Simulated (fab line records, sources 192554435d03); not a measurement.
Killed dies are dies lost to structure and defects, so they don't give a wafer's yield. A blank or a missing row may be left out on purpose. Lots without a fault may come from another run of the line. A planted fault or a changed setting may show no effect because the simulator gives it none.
fab line records | flow n5_finfet
record lots=24 wafers=72 last_day=19
route steps=1938 shown HKMG_FIN@409 GATE_CUT@468
lots that met no fault: from a run of the same line without faults
start_h: hours from the record's first day to the start of the lot's first wafer shown | wait_h: hours since the lot's step before | " the same as in the row above | L1.1+2: a row that stands for several wafers | - no value, or no start given | * or withheld: withheld | < > ~ a bound
route shown NAME@n: a module of which the file shows steps, and the number in the route of the first | usual: mean/standard deviation of fault-free wafers | same: alike in all rows | chamber/n: place in a boat | sites: the reading at each site | _std_site: their standard deviation | _edge_site: outer sites' mean less inner sites' | radius_mm: how far each site lies from the wafer's centre | mask NAME#n: copy n | behind: the tool/chamber that last shaped the wafer | hold: why the lot was held/for how many hours/how that ended | device: the transistor (n, p or np) that didn't switch | end of line: the same wafers' tests at the end of the route | a step without rows: its recipe alone | killed: dies lost to structure and defects at the first sort, not the wafer's yield | map: a wafer's dies, x killed, . not, _ none there
set.NAME: the setting as run; set.NAME@STEP: as run at that earlier step | model.NAME: the simulator's own value behind a step, which no gauge read
steps of the route over a sample of lots; a table a step, a row a wafer
services: from which hour (start_h, from the record's first day; less than 0 if before it) a tool's chamber was out of use, for how many hours, and why
## steps
# step N5_HKMG_FIN_STRIP_60
# recipe chemistry=N2/H2 power_w=2500 temp_c=300 h2_frac=0.65 time_s=360 pressure_mtorr=withheld n2_flow_sccm=1750 h2_flow_sccm=3250
# usual drypump_motor_current_A=5.34/0.25 heater_power_w=487/22 n2_flow_sccm=1751/5
# columns lot.wafer tool chamber start_h wait_h drypump_motor_current_A heater_power_w n2_flow_sccm rf_hours_counter_h
L074.1 plasma_asher-02 0 73.70 0.0 5.22 484 1748 33
L074.2 " 1 " " 5.52 508 1756 33
L074.3 " 1 " " 5.51 496 1752 -
L075.1 plasma_asher-01 0 80.10 0.0 5.00 465 1745 88
L075.4 " 0 " " 5.01 466 1745 -
L075.5 " 0 " " 5.03 458 1755 -
L076.1 plasma_asher-01 1 83.74 0.0 5.63 502 1744 88
L076.5 " 0 " " 5.01 459 1758 -
L076.6 " 1 " " 5.66 510 1750 -
L077.2 plasma_asher-01 1 90.93 0.0 5.64 504 1752 89
L077.3 " 0 " " 5.01 457 1742 -
L077.6 " 0 " " 5.01 461 1756 -
L078.2 plasma_asher-02 0 98.13 0.0 5.20 493 1756 38
L078.5 " 1 " " 5.51 486 1749 -
L078.6 " 0 " " 5.24 480 1759 -
L079.3 plasma_asher-01 1 104.33 0.1 5.63 503 1746 -
L079.4 " 0 " " 5.03 467 1751 -
L079.6 " 0 " " 5.01 466 1757 -
L080.1 plasma_asher-02 1 107.99 0.0 5.53 492 1758 40
L080.2 " 0 " " 5.20 467 1752 40
L080.6 " 1 " " 5.52 493 1753 -
L081.1 plasma_asher-01 0 119.26 0.0 5.02 463 1750 94
L081.3 " 0 " " 5.02 456 1746 -
L081.6 " 0 " " 5.01 460 1751 -
L082.1 plasma_asher-02 1 122.89 0.0 5.51 512 1745 43
L082.2 " 0 " " 5.21 468 1759 43
L082.6 " 1 " " 5.52 503 1752 -
L083.1 plasma_asher-01 0 131.21 0.0 4.99 450 1756 97
L083.3 " 1 " " 5.62 507 1756 -
L083.5 " 1 " " 5.62 499 1753 -
L084.1 plasma_asher-02 0 134.25 0.0 5.20 455 1753 44
L084.2 " 1 " " 5.51 509 1747 44
L084.5 " 1 " " 5.50 498 1747 -
L085.1 plasma_asher-01 1 145.75 0.0 5.63 504 1746 99
L085.2 " 0 " " 5.02 461 1752 99
L085.6 " 0 " " 4.99 464 1746 -
L086.1 plasma_asher-02 1 149.32 0.4 5.50 507 1753 47
L086.4 " 1 " " 5.50 501 1754 -
L086.5 " 1 " " 5.52 509 1747 -
L087.1 plasma_asher-02 0 155.85 0.0 5.20 472 1733 49
L087.5 " 1 " " 5.52 503 1748 -
L087.6 " 0 " " 5.22 482 1749 -
L088.1 plasma_asher-02 0 156.62 0.0 5.19 477 1745 50
L088.2 " 1 " " 5.50 503 1749 50
L088.5 " 0 " " 5.19 482 1746 -
L089.1 plasma_asher-01 1 162.43 0.0 5.62 505 1751 102
L089.2 " 0 " " 4.98 460 1748 102
L089.5 " 0 " " 4.98 447 1757 -
L090.1 plasma_asher-02 1 166.50 0.0 5.52 501 1751 52
L090.4 " 0 " " 5.25 486 1757 -
L090.5 " 0 " " 5.22 479 1755 -
L091.3 plasma_asher-01 1 175.31 0.1 5.65 506 1752 -
L091.4 " 0 " " 5.01 452 1751 -
L091.5 " 0 " " 4.99 461 1747 -
L092.1 plasma_asher-02 1 178.70 0.0 5.51 503 1750 54
L092.3 " 1 " " 5.52 501 1745 -
L092.5 " 0 " " 5.21 473 1742 -
L093.3 plasma_asher-01 0 185.29 0.1 5.03 464 1756 -
L093.5 " 1 " " 5.68 510 1757 -
L093.6 " 0 " " 5.02 466 1750 -
L094.1 plasma_asher-01 0 192.61 0.0 4.99 457 1739 109
L094.2 " 1 " " 5.63 506 1751 109
L094.4 " 0 " " 4.99 466 1742 -
L095.2 plasma_asher-02 0 197.93 0.0 5.25 477 1747 57
L095.5 " 0 " " 5.22 471 1756 -
L095.6 " 1 " " 5.51 507 1754 -
L096.1 plasma_asher-01 0 202.22 0.0 5.03 456 1753 111
L096.2 " 1 " " 5.67 507 1746 111
L096.3 " 0 " " 5.01 450 1751 -
L097.2 plasma_asher-01 0 209.46 0.0 5.02 458 1756 112
L097.4 " 1 " " 5.63 512 1754 -
L097.6 " 0 " " 5.03 454 1751 -
# step N5_HKMG_FIN_CD_MEAS_12
# recipe target_cd_nm=92.8 landing_energy_ev=500 detector=se_inlens
# usual cd_nm=93.0/0.52
# columns lot.wafer tool chamber start_h wait_h cd_nm
L074.1 cd_sem-01 0 76.12 - 93.0
L074.2 " 0 " " 94.0
L074.3 " 0 " " 93.2
L075.1 cd_sem-01 0 82.38 - 91.4
L075.4 " 0 " " 91.2
L075.5 " 0 " " 92.2
L076.1 cd_sem-03 0 86.22 - 93.6
L076.5 " 0 " " 93.6
L076.6 " 0 " " 93.3
L077.2 cd_sem-03 0 93.33 - 92.4
L077.3 " 0 " " 93.6
L077.6 " 0 " " 92.9
L078.2 cd_sem-01 0 100.59 - 93.1
L078.5 " 0 " " 93.1
L078.6 " 0 " " 92.3
L079.3 cd_sem-03 0 106.61 - 91.7
L079.4 " 0 " " 92.8
L079.6 " 0 " " 92.6
L080.1 cd_sem-02 0 110.48 - 92.9
L080.2 " 0 " " 92.6
L080.6 " 0 " " 92.9
L081.1 cd_sem-03 0 121.67 - 92.5
L081.3 " 0 " " 92.9
L081.6 " 0 " " 92.6
L082.1 cd_sem-03 0 125.37 - 93.2
L082.2 " 0 " " 93.8
L082.6 " 0 " " 93.7
L083.1 cd_sem-01 0 133.52 - 93.7
L083.3 " 0 " " 93.2
L083.5 " 0 " " 93.2
L084.1 cd_sem-02 0 136.65 - 92.7
L084.2 " 0 " " 92.8
L084.5 " 0 " " 93.1
L085.1 cd_sem-03 0 148.21 - 92.7
L085.2 " 0 " " 93.9
L085.6 " 0 " " 93.6
L086.1 cd_sem-01 0 151.72 - 93.3
L086.4 " 0 " " 93.6
L086.5 " 0 " " 93.1
L087.1 cd_sem-01 0 158.12 - 93.3
L087.5 " 0 " " 92.9
L087.6 " 0 " " 92.7
L088.1 cd_sem-03 0 159.08 - 92.4
L088.2 " 0 " " 93.1
L088.5 " 0 " " 93.0
L089.1 cd_sem-03 0 164.88 - 92.6
L089.2 " 0 " " 93.1
L089.5 " 0 " " 93.1
L090.1 cd_sem-01 0 169.16 - 93.8
L090.4 " 0 " " 93.3
L090.5 " 0 " " 93.1
L091.3 cd_sem-01 0 177.60 - 93.7
L091.4 " 0 " " 93.8
L091.5 " 0 " " 93.1
L092.1 cd_sem-03 0 180.97 - 93.3
L092.3 " 0 " " 93.3
L092.5 " 0 " " 91.9
L093.3 cd_sem-01 0 187.57 - 92.9
L093.5 " 0 " " 93.7
L093.6 " 0 " " 93.4
L094.1 cd_sem-03 0 195.23 - 93.4
L094.2 " 0 " " 92.9
L094.4 " 0 " " 92.7
L095.2 cd_sem-01 0 200.21 - 92.9
L095.5 " 0 " " 92.2
L095.6 " 0 " " 92.3
L096.1 cd_sem-03 0 204.55 - 92.5
L096.2 " 0 " " 93.2
L096.3 " 0 " " 92.7
L097.2 cd_sem-02 0 212.05 - 92.8
L097.4 " 0 " " 92.6
L097.6 " 0 " " 92.5
# step N5_HKMG_FIN_ETCH_35
# recipe chemistry=N2/H2 target=SOC target_depth_a=2158 ion_energy_ev=65 bias_w=5 source_w=3000 time_s=243.4 pressure_mtorr=30 n2_flow_sccm=200 h2_flow_sccm=200
# usual drypump_motor_current_A=5.9/0.37 n2_flow_sccm=200.0/0.65 oes_product_au=0.80/0.083 rf_vpp_V=141.8/1.2 showerhead_plenum_p_Torr=2.58/0.12 throttle_valve_pct=17.79/0.19
# columns lot.wafer tool chamber start_h wait_h drypump_motor_current_A n2_flow_sccm oes_product_au rf_hours_counter_h rf_vpp_V showerhead_plenum_p_Torr throttle_valve_pct
L074.1 rie_diel-02 0 76.53 0.0 5.3 198.9 0.95 3 141.9 2.72 17.54
L074.2 " 1 " " 5.5 200.8 0.85 47 143.6 2.69 17.65
L074.3 " 3 " " 5.9 199.4 0.76 152 142.4 2.65 17.72
L075.1 rie_diel-02 3 82.79 0.0 5.9 200.0 0.76 154 140.8 2.65 17.71
L075.4 " 2 " " 6.4 200.1 0.69 216 142.2 2.52 18.08
L075.5 " 0 " " 5.3 200.1 0.94 - 142.4 2.72 17.55
L076.1 rie_diel-05 1 86.61 0.0 5.4 199.1 0.79 106 140.0 2.36 17.96
L076.5 " 3 " " 6.3 199.9 0.73 - 142.4 2.63 18.09
L076.6 " 0 " " 5.5 199.3 0.79 - 142.7 2.66 17.61
L077.2 rie_diel-04 1 93.72 0.0 6.1 200.4 0.75 179 142.6 2.42 17.67
L077.3 " 3 " " 6.0 199.7 0.76 170 141.0 2.53 17.76
L077.6 " 2 " " 6.2 199.6 0.92 - 141.8 2.49 17.91
L078.2 rie_diel-02 0 101.05 0.0 5.3 199.7 0.91 9 142.0 2.71 17.54
L078.5 " 3 " " 5.9 199.4 0.75 - 141.4 2.65 17.74
L078.6 " 2 " " 6.4 199.6 0.69 - 142.6 2.52 18.10
L079.3 rie_diel-04 1 107.28 0.0 6.1 200.0 0.74 185 140.4 2.42 17.65
L079.4 " 3 " " 6.0 199.2 0.75 175 142.5 2.53 17.76
L079.6 " 0 " " 6.4 198.2 0.93 - 142.9 2.70 17.54
L080.1 rie_diel-02 3 110.87 0.0 5.9 199.7 0.74 164 142.0 2.65 17.73
L080.2 " 1 " " 5.5 200.0 0.84 59 141.8 2.69 17.69
L080.6 " 1 " " 5.5 199.4 0.83 - 143.4 2.69 17.66
L081.1 rie_diel-04 3 122.24 0.0 6.0 200.6 0.76 180 141.9 2.53 17.78
L081.3 " 2 " " 6.1 200.0 0.90 36 141.5 2.49 17.96
L081.6 " 3 " " 6.0 200.5 0.75 - 141.4 2.53 17.76
L082.1 rie_diel-04 1 125.76 0.0 6.1 201.1 0.74 192 140.4 2.42 17.65
L082.2 " 3 " " 6.0 200.6 0.76 181 141.0 2.53 17.79
L082.6 " 0 " " 6.4 200.9 0.93 - 143.3 2.70 17.54
L083.1 rie_diel-05 0 134.26 0.0 5.5 201.0 0.77 149 141.3 2.65 17.65
L083.3 " 3 " " 6.3 200.3 0.72 223 141.4 2.62 18.11
L083.5 " 0 " " 5.6 200.9 0.76 - 142.1 2.65 17.63
L084.1 rie_diel-05 1 137.04 0.0 5.4 200.6 0.76 125 138.9 2.35 18.01
L084.2 " 3 " " 6.3 201.0 0.70 224 143.0 2.62 18.12
L084.5 " 3 " " 6.3 201.1 0.71 - 141.8 2.62 18.11
L085.1 rie_diel-04 2 148.60 0.0 6.1 200.6 0.88 46 141.6 2.48 17.97
L085.2 " 0 " " 6.4 201.0 0.91 33 143.1 2.70 17.55
L085.6 " 3 " " 6.1 200.3 0.75 - 141.8 2.52 17.79
L086.1 rie_diel-05 2 152.14 0.0 5.8 200.0 0.96 4 142.4 2.72 17.64
L086.4 " 0 " " 5.6 199.9 0.76 156 143.3 2.65 17.66
L086.5 " 2 " " 5.8 200.0 0.95 - 141.0 2.72 17.65
L087.1 rie_diel-04 1 158.51 0.0 6.1 201.1 0.74 202 143.4 2.41 17.70
L087.5 " 3 " " 6.1 199.4 0.75 - 142.2 2.52 17.79
L087.6 " 0 " " 6.4 198.3 0.89 - 143.8 2.70 17.58
L088.1 rie_diel-02 2 159.47 0.0 6.4 200.1 0.67 238 141.7 2.51 18.13
L088.2 " 1 " " 5.5 200.4 0.82 75 141.2 2.68 17.70
L088.5 " 1 " " 5.5 201.0 0.82 - 143.1 2.68 17.70
L089.1 rie_diel-02 3 165.50 0.0 5.9 199.1 0.73 182 142.9 2.64 17.77
L089.2 " 1 " " 5.5 199.6 0.82 77 143.2 2.68 17.70
L089.5 " 1 " " 5.5 200.6 0.82 - 143.5 2.68 17.70
L090.1 rie_diel-02 1 169.55 0.0 5.5 201.5 0.82 78 141.9 2.68 17.70
L090.4 " 3 " " 5.9 200.0 0.73 183 141.0 2.64 17.79
L090.5 " 0 " " 5.3 200.7 0.87 - 142.3 2.70 17.58
L091.3 rie_diel-02 3 177.99 0.0 5.9 200.0 0.72 186 142.5 2.64 17.80
L091.4 " 0 " " 5.3 200.1 0.86 37 142.5 2.70 17.60
L091.5 " 2 " " 6.4 200.5 0.67 - 139.6 2.51 18.15
L092.1 rie_diel-05 0 181.36 0.0 5.5 200.1 0.75 165 141.1 2.64 17.67
L092.3 " 1 " " 5.4 199.6 0.76 138 138.5 2.34 18.01
L092.5 " 2 " " 5.8 200.3 0.92 - 142.4 2.72 17.67
L093.3 rie_diel-04 1 187.96 0.0 6.1 200.9 0.73 214 140.8 2.41 17.71
L093.5 " 3 " " 6.0 199.3 0.73 - 141.4 2.52 17.83
L093.6 " 0 " " 6.4 200.3 0.89 - 143.0 2.69 17.58
L094.1 rie_diel-04 1 195.89 0.0 6.1 200.5 0.72 217 140.4 2.41 17.74
L094.2 " 3 " " 6.0 200.2 0.74 205 141.6 2.52 17.81
L094.4 " 2 " " 6.1 200.9 0.85 62 140.8 2.48 17.99
L095.2 rie_diel-05 1 200.64 0.0 5.4 199.8 0.75 144 140.2 2.34 18.02
L095.5 " 1 " " 5.4 200.3 0.74 - 138.7 2.34 18.03
L095.6 " 2 " " 5.8 201.2 0.90 - 142.3 2.71 17.68
L096.1 rie_diel-04 1 204.95 0.0 6.1 199.9 0.71 221 139.7 2.40 17.72
L096.2 " 2 " " 6.1 199.8 0.85 67 142.2 2.47 18.03
L096.3 " 0 " " 6.4 200.5 0.88 53 143.8 2.69 17.60
L097.2 rie_diel-05 0 212.44 0.0 5.6 200.2 0.75 174 143.0 2.64 17.69
L097.4 " 3 " " 6.3 200.4 0.70 248 142.2 2.61 18.15
L097.6 " 3 " " 6.3 199.6 0.69 - 142.8 2.61 18.14
# step N5_HKMG_FIN_ALD_21
# recipe material=TiN target_thk_a=15 temp_c=400 ald_precursor_family=TiCl4 ald_co_reactant=NH3 pulse_time_s=1 purge_time_s=3 co_reactant_purge_time_s=2 co_reactant_pulse_time_s=2 ald_cycles=68 pressure_torr=3
# usual heater_power_outer_w=533/55 heater_power_w=871/91 precursor_pulse_height_rel=1.003/0.021
# columns lot.wafer tool chamber start_h wait_h heater_power_outer_w heater_power_w precursor_pulse_height_rel
L074.1 ald_metal-03 1 79.96 0.3 476 880 1.010
L074.2 " 0 " " 480 805 1.007
L074.3 " 2 " " 601 946 0.991
L075.1 ald_metal-03 0 85.63 0.3 491 804 0.978
L075.4 " 1 " " 484 858 0.966
L075.5 " 2 " " 603 959 0.996
L076.1 ald_metal-03 2 89.45 0.3 586 956 1.016
L076.5 " 3 " " 540 876 1.000
L076.6 " 2 " " 598 938 1.023
L077.2 ald_metal-03 2 96.58 0.3 589 939 0.996
L077.3 " 3 " " 544 872 1.000
L077.6 " 3 " " 542 854 1.014
L078.2 ald_metal-03 2 103.88 0.3 603 911 0.968
L078.5 " 0 " " 495 813 1.017
L078.6 " 3 " " 555 878 0.977
L079.3 ald_metal-01 0 110.41 0.1 419 699 1.031
L079.4 " 3 " " 492 691 0.999
L079.6 " 3 " " 481 704 1.026
L080.1 ald_metal-02 3 113.79 0.3 557 855 1.005
L080.2 " 0 " " 616 1054 1.009
L080.6 " 2 " " 538 937 0.946
L081.1 ald_metal-01 1 125.08 0.3 529 811 1.001
L081.3 " 0 " " 415 694 0.991
L081.6 " 0 " " 425 690 1.020
L082.1 ald_metal-03 2 128.60 0.3 591 947 0.967
L082.2 " 0 " " 482 798 1.001
L082.6 " 3 " " 545 883 1.067
L083.1 ald_metal-03 1 137.12 0.3 480 849 1.031
L083.3 " 3 " " 558 863 1.004
L083.5 " 1 " " 495 893 0.964
L084.1 ald_metal-03 0 139.93 0.3 490 800 0.986
L084.2 " 1 " " 488 852 1.043
L084.5 " 1 " " 493 852 1.001
L085.1 ald_metal-02 0 151.44 0.3 623 1074 0.981
L085.2 " 2 " " 536 939 0.988
L085.6 " 2 " " 551 931 0.991
L086.1 ald_metal-01 1 154.97 0.3 525 837 0.981
L086.4 " 0 " " 415 707 1.011
L086.5 " 0 " " 411 695 1.003
L087.1 ald_metal-02 2 161.51 0.3 542 930 1.011
L087.5 " 0 " " 613 1076 0.995
L087.6 " 1 " " 539 881 1.003
L088.1 ald_metal-01 1 162.35 0.3 521 836 1.054
L088.2 " 2 " " 622 979 1.016
L088.5 " 3 " " 479 717 1.021
L089.1 ald_metal-01 0 168.36 0.3 417 706 1.004
L089.2 " 1 " " 510 830 1.025
L089.5 " 1 " " 507 845 1.024
L090.1 ald_metal-02 0 172.39 0.3 609 1042 0.973
L090.4 " 3 " " 559 890 1.015
L090.5 " 1 " " 532 881 0.997
L091.3 ald_metal-01 2 180.98 0.1 616 1001 0.997
L091.4 " 3 " " 472 724 0.985
L091.5 " 0 " " 417 717 1.013
L092.1 ald_metal-02 1 184.24 0.3 550 843 0.979
L092.3 " 3 " " 540 866 1.007
L092.5 " 0 " " 617 1030 1.014
L093.3 ald_metal-03 1 190.79 0.1 491 876 0.972
L093.5 " 2 " " 591 959 0.998
L093.6 " 1 " " 492 880 1.020
L094.1 ald_metal-03 3 198.84 0.3 548 892 1.036
L094.2 " 0 " " 475 835 1.019
L094.4 " 1 " " 481 850 1.010
L095.2 ald_metal-03 3 203.62 0.3 538 886 0.990
L095.5 " 0 " " 478 784 1.016
L095.6 " 1 " " 487 854 1.010
L096.1 ald_metal-03 0 207.80 0.3 483 806 1.024
L096.2 " 1 " " 506 863 1.044
L096.3 " 2 " " 588 956 1.008
L097.2 ald_metal-02 2 215.39 0.3 550 946 0.998
L097.4 " 1 " " 546 864 0.992
L097.6 " 0 " " 608 1032 0.984
# step N5_GATE_CUT_VAPOR_ETCH_60
# recipe chemistry=BCl3/Cl2 target=HfO2 mode=isotropic
# usual drypump_motor_current_A=5.6/0.43 he_backside_leak_sccm=3.4/0.35 oes_product_au=0.77/0.091
# columns lot.wafer tool chamber start_h wait_h drypump_motor_current_A he_backside_leak_sccm oes_product_au
L074.1 rie_metal-02 0 81.48 0.0 5.4 3.3 0.71
L074.2 " 1 " " 5.1 3.2 0.80
L074.3 " 0 " " 5.4 3.7 0.71
L075.1 rie_metal-03 0 87.39 0.1 6.3 3.6 0.86
L075.4 " 0 " " 6.3 3.5 0.87
L075.5 " 0 " " 6.3 3.6 0.87
L076.1 rie_metal-03 0 91.21 0.1 6.2 3.6 0.87
L076.5 " 0 " " 6.2 3.6 0.87
L076.6 " 0 " " 6.2 3.5 0.87
L077.2 rie_metal-01 1 98.11 0.0 5.5 3.1 0.65
L077.3 " 0 " " 5.9 3.7 0.71
L077.6 " 0 " " 5.9 3.4 0.71
L078.2 rie_metal-03 0 105.41 0.0 6.3 3.9 0.85
L078.5 " 0 " " 6.3 3.8 0.85
L078.6 " 1 " " 5.3 3.1 0.94
L079.3 rie_metal-02 0 111.93 0.0 5.3 3.1 0.71
L079.4 " 1 " " 5.1 3.2 0.77
L079.6 " 0 " " 5.4 3.4 0.71
L080.1 rie_metal-01 1 115.40 0.0 5.5 3.2 0.65
L080.2 " 0 " " 6.0 3.5 0.71
L080.6 " 1 " " 5.5 3.2 0.65
L081.1 rie_metal-02 0 126.60 0.0 5.3 3.2 0.70
L081.3 " 1 " " 5.1 3.2 0.78
L081.6 " 0 " " 5.4 3.2 0.70
L082.1 rie_metal-03 0 130.11 0.0 6.3 3.7 0.84
L082.2 " 1 " " 5.3 3.1 0.93
L082.6 " 0 " " 6.2 3.6 0.85
L083.1 rie_metal-03 1 138.64 0.0 5.3 3.2 0.91
L083.3 " 0 " " 6.3 3.8 0.84
L083.5 " 0 " " 6.2 3.7 0.84
L084.1 rie_metal-01 0 141.45 0.0 6.0 3.5 0.69
L084.2 " 1 " " 5.5 3.2 0.64
L084.5 " 1 " " 5.5 3.2 0.64
L085.1 rie_metal-03 0 152.96 0.0 6.3 3.7 0.84
L085.2 " 1 " " 5.3 3.1 0.90
L085.6 " 0 " " 6.3 3.6 0.83
L086.1 rie_metal-02 0 156.49 0.0 5.4 3.5 0.70
L086.4 " 0 " " 5.4 3.2 0.69
L086.5 " 1 " " 5.1 3.2 0.78
L087.1 rie_metal-01 0 163.12 0.0 6.0 3.4 0.69
L087.5 " 1 " " 5.5 3.1 0.63
L087.6 " 0 " " 6.0 3.5 0.69
L088.1 rie_metal-03 0 163.87 0.0 6.3 3.6 0.83
L088.2 " 1 " " 5.3 3.1 0.89
L088.5 " 1 " " 5.3 3.1 0.89
L089.1 rie_metal-02 1 169.88 0.0 5.1 3.2 0.77
L089.2 " 0 " " 5.4 3.7 0.69
L089.5 " 0 " " 5.3 3.6 0.69
L090.1 rie_metal-03 0 173.99 0.0 6.3 3.5 0.82
L090.4 " 1 " " 5.3 3.2 0.88
L090.5 " 1 " " 5.3 3.1 0.89
L091.3 rie_metal-02 1 182.59 0.0 5.1 3.1 0.77
L091.4 " 0 " " 5.3 3.4 0.70
L091.5 " 0 " " 5.3 3.3 0.69
L092.1 rie_metal-01 1 185.91 0.0 5.5 3.2 0.63
L092.3 " 1 " " 5.5 3.3 0.64
L092.5 " 0 " " 6.0 3.7 0.69
L093.3 rie_metal-01 0 192.34 0.0 5.9 3.6 0.69
L093.5 " 0 " " 6.0 3.6 0.69
L093.6 " 1 " " 5.5 3.3 0.63
L094.1 rie_metal-02 1 200.54 0.0 5.1 3.1 0.76
L094.2 " 0 " " 5.4 3.3 0.68
L094.4 " 0 " " 5.3 3.6 0.69
L095.2 rie_metal-02 0 205.14 0.0 5.3 3.6 0.69
L095.5 " 0 " " 5.4 3.6 0.70
L095.6 " 1 " " 5.1 3.2 0.76
L096.1 rie_metal-03 1 209.32 0.0 5.3 3.1 0.87
L096.2 " 0 " " 6.3 3.6 0.82
L096.3 " 1 " " 5.3 3.1 0.88
L097.2 rie_metal-01 1 216.91 0.0 5.5 3.4 0.63
L097.4 " 1 " " 5.5 3.3 0.62
L097.6 " 1 " " 5.5 3.3 0.63
# step N5_GATE_CUT_INSPECT_15
# recipe mode=adi inspect_instrument=brightfield
# usual raw_defect_count=141/42
# columns lot.wafer tool chamber start_h wait_h raw_defect_count
L074.1 defect_inspect-01 - 84.99 0.1 118
L074.2 " - " " 121
L074.3 " - " " 100
L075.1 defect_inspect-01 - 93.50 0.1 99
L075.4 " - " " 127
L075.5 " - " " 140
L076.1 defect_inspect-02 - 98.43 0.1 131
L076.5 " - " " 116
L076.6 " - " " 167
L077.2 defect_inspect-02 - 102.76 0.0 187
L077.3 " - " " 122
L077.6 " - " " 120
L078.2 defect_inspect-02 - 108.99 0.0 197
L078.5 " - " " 163
L078.6 " - " " 148
L079.3 defect_inspect-02 - 115.62 0.0 228
L079.4 " - " " 135
L079.6 " - " " 224
L080.1 defect_inspect-01 - 118.93 0.1 183
L080.2 " - " " 123
L080.6 " - " " 203
L081.1 defect_inspect-02 - 130.19 0.1 84
L081.3 " - " " 119
L081.6 " - " " 82
L082.1 defect_inspect-02 - 133.69 0.1 111
L082.2 " - " " 108
L082.6 " - " " 173
L083.1 defect_inspect-01 - 142.06 0.1 127
L083.3 " - " " 185
L083.5 " - " " 78
L084.1 defect_inspect-01 - 146.10 0.1 173
L084.2 " - " " 170
L084.5 " - " " 142
L085.1 defect_inspect-02 - 156.79 0.1 116
L085.2 " - " " 203
L085.6 " - " " 242
L086.1 defect_inspect-01 - 159.89 0.1 91
L086.4 " - " " 153
L086.5 " - " " 135
L087.1 defect_inspect-02 - 166.64 0.1 97
L087.5 " - " " 149
L087.6 " - " " 187
L088.1 defect_inspect-02 - 167.40 0.1 136
L088.2 " - " " 168
L088.5 " - " " 186
L089.1 defect_inspect-01 - 174.46 0.1 138
L089.2 " - " " 180
L089.5 " - " " 125
L090.1 defect_inspect-01 - 177.51 0.1 130
L090.4 " - " " 137
L090.5 " - " " 177
L091.3 defect_inspect-02 - 186.16 0.0 96
L091.4 " - " " 122
L091.5 " - " " 119
L092.1 defect_inspect-02 - 189.35 0.1 178
L092.3 " - " " 251
L092.5 " - " " 165
L093.3 defect_inspect-01 - 196.56 0.0 180
L093.5 " - " " 179
L093.6 " - " " 167
L094.1 defect_inspect-02 - 204.08 0.1 160
L094.2 " - " " 166
L094.4 " - " " 161
L095.2 defect_inspect-01 - 208.65 0.0 110
L095.5 " - " " 88
L095.6 " - " " 75
L096.1 defect_inspect-02 - 212.88 0.1 89
L096.2 " - " " 108
L096.3 " - " " 98
L097.2 defect_inspect-02 - 220.52 0.0 135
L097.4 " - " " 114
L097.6 " - " " 142
## services
# columns tool chamber start_h hours kind
rie_metal-02 - 52.19 28.1 pm
rie_diel-02 0 52.92 - clean
rie_diel-02 0 52.92 - consumable_replace:focus_ring
rie_diel-02 0 52.92 - consumable_replace:showerhead
rie_diel-02 0 52.92 17.0 scheduled_down
rie_diel-02 0 52.92 17.0 vent_cycle
rie_diel-05 2 60.80 8.2 repair
plasma_asher-01 - 66.22 1.2 repair
ald_metal-02 3 68.09 3.5 repair
rie_metal-03 1 75.73 - clean
rie_metal-03 1 75.73 18.0 scheduled_down
rie_metal-03 1 75.73 18.0 vent_cycle
rie_diel-02 - 85.35 0.4 repair
ald_metal-01 3 91.81 9.8 repair
rie_metal-01 - 94.29 1.1 repair
ald_metal-01 - 100.38 0.9 repair
rie_diel-02 2 113.74 6.6 repair
ald_metal-01 - 131.81 8.7 pm
rie_metal-03 0 144.49 3.8 repair
ald_metal-03 - 163.31 12.9 repair
rie_diel-02 2 193.76 - clean
rie_diel-02 2 193.76 - consumable_replace:focus_ring
rie_metal-03 - 195.67 0.3 repair
rie_metal-02 0 208.70 9.6 repair
## key
fault none
